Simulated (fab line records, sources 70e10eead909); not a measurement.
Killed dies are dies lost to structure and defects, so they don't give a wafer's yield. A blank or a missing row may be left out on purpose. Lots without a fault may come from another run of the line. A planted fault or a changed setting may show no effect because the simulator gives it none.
Chamber matching | flow nand_harc | NHARC_P_M1_DESCUM_14 on rie_diel-01: 4 sister chambers
The step chemistry O2, time 3 s. 24 wafers are shown with their chamber, then 12 later ones without.

WAFERS WITH THEIR CHAMBER
wafer  | chamber | showerhead_plenum_p_Torr (Torr) | drypump_motor_current_A (A) | oes_product_au (a.u.)
L075.3 | 3       | 1.79                            | 5.9                         | 0.989
L075.5 | 2       | 2.05                            | 6.3                         | 1.011
L075.6 | 1       | 2.06                            | 5.4                         | 1.001
L076.1 | 3       | 1.79                            | 5.9                         | 0.987
L076.2 | 2       | 2.05                            | 6.3                         | 1.018
L076.3 | 0       | 2.01                            | 4.9                         | 1.019
L078.2 | 1       | 2.06                            | 5.4                         | 1.002
L078.4 | 2       | 2.05                            | 6.3                         | 1.001
L078.5 | 1       | 2.06                            | 5.3                         | 1.005
L085.1 | 2       | 2.04                            | 6.3                         | 1.004
L085.3 | 3       | 1.79                            | 6.0                         | 0.992
L085.5 | 2       | 2.04                            | 6.3                         | 0.997
L088.1 | 3       | 1.79                            | 6.0                         | 0.980
L088.4 | 0       | 2.01                            | 4.9                         | 1.019
L088.5 | 1       | 2.06                            | 5.4                         | 1.021
L090.1 | 2       | 2.04                            | 6.3                         | 1.005
L090.2 | 0       | 2.01                            | 4.9                         | 1.008
L090.3 | 3       | 1.79                            | 6.0                         | 0.985
L089.3 | 0       | 2.01                            | 4.9                         | 1.013
L089.5 | 1       | 2.06                            | 5.4                         | 1.020
L089.6 | 2       | 2.04                            | 6.3                         | 1.024
L091.1 | 0       | 2.01                            | 4.9                         | 1.019
L091.5 | 3       | 1.79                            | 5.9                         | 0.985
L091.6 | 2       | 2.04                            | 6.3                         | 1.015

SIGNATURES (means of the wafers above)
reading                  | chamber 0 | chamber 1 | chamber 2 | chamber 3 | scatter within a chamber
showerhead_plenum_p_Torr | 2.0100    | 2.0600    | 2.0438    | 1.7900    | 0.00306
drypump_motor_current_A  | 4.900     | 5.380     | 6.300     | 5.950     | 0.0339
oes_product_au           | 1.01560   | 1.00980   | 1.00937   | 0.98633   | 0.00764
Rule: a wafer's distance from a chamber is the root of the sum, over the readings, of the square of ((its reading less the chamber's mean) divided by the reading's scatter). The wafer belongs to the nearest chamber; if the next one is less than 2 further off, it can't be placed. The scatter: the root of (the sum of the squares of (reading less its chamber's mean) over the shown wafers, divided by (wafers less chambers)).

WAFERS WITHOUT THEIR CHAMBER
wafer  | showerhead_plenum_p_Torr (Torr) | drypump_motor_current_A (A) | oes_product_au (a.u.)
L092.1 | 2.06                            | 5.3                         | 1.017
L092.2 | 2.01                            | 4.9                         | 1.003
L092.5 | 1.79                            | 6.0                         | 0.999
L095.1 | 2.01                            | 4.8                         | 0.999
L095.3 | 1.79                            | 6.0                         | 0.988
L095.4 | 2.04                            | 6.3                         | 1.004
L096.1 | 2.06                            | 5.3                         | 1.020
L096.4 | 2.04                            | 6.3                         | 1.011
L096.6 | 1.79                            | 6.0                         | 0.988
L097.1 | 2.01                            | 4.9                         | 1.020
L097.2 | 2.04                            | 6.3                         | 1.025
L097.5 | 1.79                            | 5.9                         | 0.989

WHICH CHAMBER EACH WENT THROUGH
wafer  | from the rows above | in truth
L092.1 | 1                   | 1
L092.2 | 0                   | 0
L092.5 | 3                   | 3
L095.1 | 0                   | 0
L095.3 | 3                   | 3
L095.4 | 2                   | 2
L096.1 | 1                   | 1
L096.4 | 2                   | 2
L096.6 | 3                   | 3
L097.1 | 0                   | 0
L097.2 | 2                   | 2
L097.5 | 3                   | 3
Placed correctly: 12 of 12. Can't be placed from these rows: 0. Placed wrongly: 0.
